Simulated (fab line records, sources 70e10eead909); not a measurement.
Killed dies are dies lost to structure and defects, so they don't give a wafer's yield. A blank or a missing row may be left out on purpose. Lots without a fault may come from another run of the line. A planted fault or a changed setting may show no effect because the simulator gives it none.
Which tool did it? | flow nand_harc | 13 lots, 39 wafers sampled, at 5 steps of a route of 1159

WHAT THE GAUGES READ, wafer by wafer
NHARC_P_ZERO_WELL_CD_MEAS_24: target cd 720 nm. Usual: cd_nm 719.9 nm, standard deviation 1.3.
lot  | measured    | on        | cd_nm (nm)        | flag
L503 | day 1 14:28 | cd_sem-02 | 719.1 717.6 717.5 |
L505 | day 2 02:35 | cd_sem-02 | 717.9 717.8 718.2 |
L508 | day 2 20:29 | cd_sem-02 | 720.7 721.5 720.1 |
L509 | day 3 02:37 | cd_sem-03 | - - -             | OFF
L511 | day 3 14:33 | cd_sem-03 | 719.1 718.9 720.9 |
L514 | day 4 08:28 | cd_sem-02 | 719.9 721.0 718.4 |
L519 | day 5 14:28 | cd_sem-01 | 719.0 719.3 718.6 |
L520 | day 5 20:35 | cd_sem-02 | 719.6 719.9 720.1 |
L521 | day 6 02:28 | cd_sem-03 | 719.3 719.3 719.5 |
L522 | day 6 08:37 | cd_sem-03 | 717.9 719.8 720.7 |
L523 | day 6 14:38 | cd_sem-02 | 720.9 719.5 719.3 |
L524 | day 6 20:40 | cd_sem-03 | 719.8 720.1 718.2 |
L525 | day 7 02:38 | cd_sem-02 | 719.6 720.5 720.3 |

NHARC_P_STI_INSPECT_25. Usual: raw_defect_count 218, standard deviation 80.
lot  | measured    | on                | raw_defect_count | flag
L503 | day 4 02:01 | defect_inspect-01 | 106 148 99       |
L505 | day 4 06:45 | defect_inspect-02 | 325 284 373      |
L508 | day 4 17:53 | defect_inspect-01 | 199 277 201      |
L511 | day 5 11:38 | defect_inspect-01 | 174 136 135      |
L514 | day 6 22:52 | defect_inspect-01 | 162 231 367      |
L519 | day 7 17:20 | defect_inspect-01 | 343 274 243      |
L520 | day 8 08:02 | defect_inspect-02 | 196 234 166      |
L521 | day 8 08:02 | defect_inspect-01 | 291 227 185      |
L522 | day 8 08:02 | defect_inspect-02 | 259 182 318      |
L523 | day 8 19:34 | defect_inspect-01 | 160 241 119      |
L524 | day 9 02:29 | defect_inspect-02 | 144 225 156      |
L525 | day 9 02:28 | defect_inspect-01 | 162 239 179      |

WHICH TOOL RAN EACH LOT (tool, then ch and the chambers of the sampled wafers, then the start)
lot  | NHARC_P_ZERO_WELL_EXPOSE_21      | NHARC_P_ZERO_WELL_DESCUM_26       | NHARC_P_STI_CMP_21
L503 | krf_scanner-03 ch 0, day 1 14:19 | rie_diel-06 ch 0,1, day 1 14:38   | cmp-02 ch 0,1,2, day 3 13:53
L505 | krf_scanner-04 ch 0, day 2 02:26 | rie_diel-06 ch 1,2, day 2 02:45   | cmp-02 ch 0,1,3, day 3 22:21
L508 | krf_scanner-01 ch 0, day 2 20:20 | rie_diel-10 ch 0,3, day 2 20:39   | cmp-02 ch 0,1,3, day 4 09:24
L509 | krf_scanner-03 ch 0, day 3 02:28 | rie_diel-10 ch 0,1,3, day 3 02:48 | -
L511 | krf_scanner-01 ch 0, day 3 14:24 | rie_diel-06 ch 1,3, day 3 14:43   | cmp-04 ch 0,3, day 5 02:14
L514 | krf_scanner-03 ch 0, day 4 08:19 | rie_diel-10 ch 0,1,3, day 4 08:39 | cmp-02 ch 0,1,2, day 6 13:46
L519 | krf_scanner-01 ch 0, day 5 14:19 | rie_diel-10 ch 0,2,3, day 5 14:39 | cmp-01 ch 0,2,3, day 7 07:42
L520 | krf_scanner-03 ch 0, day 5 20:26 | rie_diel-10 ch 0,3, day 5 20:45   | cmp-02 ch 0,1, day 7 20:23
L521 | krf_scanner-03 ch 0, day 6 02:19 | rie_diel-05 ch 0,1, day 6 02:38   | cmp-01 ch 0,1,3, day 7 20:26
L522 | krf_scanner-04 ch 0, day 6 08:28 | rie_diel-05 ch 1,2, day 6 08:47   | cmp-04 ch 0,2,3, day 8 02:20
L523 | krf_scanner-04 ch 0, day 6 14:28 | rie_diel-05 ch 0,2,3, day 6 14:48 | cmp-02 ch 0,2,3, day 8 11:05
L524 | krf_scanner-01 ch 0, day 6 20:30 | rie_diel-10 ch 0,2,3, day 6 20:50 | cmp-02 ch 0,1,3, day 8 15:50
L525 | krf_scanner-03 ch 0, day 7 02:28 | rie_diel-05 ch 0,1,2, day 7 02:47 | cmp-04 ch 0,2,3, day 8 15:51
- NHARC_P_ZERO_WELL_EXPOSE_21: exposes mask P NWELL, target cd 720 nm.
- NHARC_P_ZERO_WELL_DESCUM_26: chemistry O2, time 3 s.
- NHARC_P_STI_CMP_21: polishes, t overpolish 20 s, target thk 380.67 nm.

WHAT THE TOOLS THEMSELVES READ (means of the sampled wafers that have a number; where no wafer has one, the mark that the record gives instead)
NHARC_P_ZERO_WELL_DESCUM_26. Usual: drypump_motor_current_A 5.8 A, standard deviation 0.58; oes_product_au 1.003 a.u., standard deviation 0.0088; rf_vpp_V 58.0 V, standard deviation 0.91; showerhead_plenum_p_Torr 1.93 Torr, standard deviation 0.066; throttle_valve_pct 11.311 %, standard deviation 0.01.
lot  | tool        | drypump_motor_current_A (A) | oes_product_au (a.u.) | rf_vpp_V (V) | showerhead_plenum_p_Torr (Torr) | throttle_valve_pct (%) | flag
L503 | rie_diel-06 | 5.8                         | 1.003                 | 57.8         | 1.97                            | 11.310                 |
L505 | rie_diel-06 | 5.1                         | 1.002                 | 57.8         | 1.92                            | 11.311                 |
L508 | rie_diel-10 | 6.0                         | 0.996                 | 57.4         | 1.88                            | 11.318                 |
L509 | rie_diel-10 | 5.9                         | 0.990                 | 57.8         | 1.90                            | 11.306                 |
L511 | rie_diel-06 | 6.1                         | 0.996                 | 56.3         | 1.88                            | 11.306                 |
L514 | rie_diel-10 | 5.9                         | 0.992                 | 58.1         | 1.90                            | 11.316                 |
L519 | rie_diel-10 | 5.8                         | 0.995                 | 58.6         | 1.88                            | 11.317                 |
L520 | rie_diel-10 | 6.1                         | 0.989                 | 57.1         | 1.88                            | 11.314                 |
L521 | rie_diel-05 | 6.0                         | 1.007                 | 57.9         | 1.90                            | 11.307                 |
L522 | rie_diel-05 | 5.9                         | 1.013                 | 57.7         | 1.95                            | 11.316                 |
L523 | rie_diel-05 | 5.7                         | 1.005                 | 57.5         | 1.99                            | 11.302                 |
L524 | rie_diel-10 | 5.8                         | 0.993                 | 57.5         | 1.88                            | 11.309                 |
L525 | rie_diel-05 | 5.7                         | 1.001                 | 58.4         | 1.94                            | 11.310                 |

NHARC_P_STI_CMP_21. Usual: motor_current_A 12.5 A, standard deviation 1.1; overpolish_run_s 20.001 s, standard deviation 0.0086; retaining_ring_pressure_frac 1.000, standard deviation 0.0051.
lot  | tool   | motor_current_A (A) | overpolish_run_s (s) | retaining_ring_pressure_frac | flag
L503 | cmp-02 | 13.0                | 19.994               | 0.998                        |
L505 | cmp-02 | 12.3                | 19.996               | 0.998                        |
L508 | cmp-02 | 12.6                | 20.005               | 1.001                        |
L511 | cmp-04 | 11.7                | 19.999               | 1.003                        |
L514 | cmp-02 | 12.1                | 20.003               | 1.002                        |
L519 | cmp-01 | 11.6                | 20.003               | 0.993                        |
L520 | cmp-02 | 12.3                | 20.005               | 1.002                        |
L521 | cmp-01 | 12.2                | 19.997               | 0.997                        |
L522 | cmp-04 | 13.1                | 20.004               | 1.003                        |
L523 | cmp-02 | 13.2                | 19.998               | 1.002                        |
L524 | cmp-02 | 12.8                | 19.996               | 0.995                        |
L525 | cmp-04 | 13.3                | 20.000               | 1.003                        |

THE ANSWER, worked out from the rows above alone
Rule: a lot is off if the mean of its wafers that have a number lies more than 3 standard deviations from the usual mean. A lot without any number at a reading at which 4 lots or more have one is off too. The other lots that the step has rows for count as sound. The gauges are gone through in route order, then the tools' own readings, and for those a lot's mean is taken as printed above. The first step at which some lot is off is used, and at that step the reading that is off furthest; a lot without a number counts as furthest.
Off: L509, at NHARC_P_ZERO_WELL_CD_MEAS_24 (cd_nm). Without a number there: L509.
A tool fits if, at a process step before that reading, it ran every lot that is off, and no sound lot after the first of them. The gauges at NHARC_P_ZERO_WELL_CD_MEAS_24 are tried like those tools. None of those tried fits.

WHAT THE SIMULATOR HAD PUT IN
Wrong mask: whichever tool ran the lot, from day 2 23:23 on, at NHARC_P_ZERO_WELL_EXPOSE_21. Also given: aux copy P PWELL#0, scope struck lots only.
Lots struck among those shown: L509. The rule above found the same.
